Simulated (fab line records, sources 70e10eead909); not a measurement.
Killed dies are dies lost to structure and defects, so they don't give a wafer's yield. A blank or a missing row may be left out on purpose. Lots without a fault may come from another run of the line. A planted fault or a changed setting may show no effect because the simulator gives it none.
Chamber matching | flow nand_harc | NHARC_A_M1_DESCUM_14 on rie_diel-12: 4 sister chambers
The step chemistry O2, time 3 s. 4 wafers are shown with their chamber, then 9 later ones without.

WAFERS WITH THEIR CHAMBER
wafer  | chamber | drypump_motor_current_A (A)
L082.6 | 0       | 5.3
L083.6 | 3       | 5.1
L085.3 | 2       | 4.8
L085.5 | 1       | 6.0

WAFERS WITHOUT THEIR CHAMBER
wafer  | drypump_motor_current_A (A)
L090.1 | 4.9
L090.2 | 5.3
L090.6 | 6.0
L091.2 | 5.3
L091.3 | 6.0
L091.6 | 5.1
L096.1 | 5.3
L096.3 | 5.1
L096.4 | 4.9

WHICH CHAMBER EACH WENT THROUGH
wafer  | from the rows above | in truth
L090.1 | 2                   | 2
L090.2 | 0                   | 0
L090.6 | 1                   | 1
L091.2 | 0                   | 0
L091.3 | 1                   | 1
L091.6 | 3                   | 3
L096.1 | 0                   | 0
L096.3 | 3                   | 3
L096.4 | 2                   | 2
Placed correctly: 9 of 9. Can't be placed from these rows: 0. Placed wrongly: 0.
How it was worked out, from the rows above alone: a wafer's distance from a chamber is the root of the sum, over the readings, of the square of ((its reading less the chamber's mean) divided by the reading's scatter). The wafer belongs to the nearest chamber; if the next one is less than 2 further off, it can't be placed. A chamber's mean is the mean of its shown wafers. The scatter: with one shown wafer a chamber, the root of the mean of the squares of how far each hidden wafer lies from its nearest shown one.
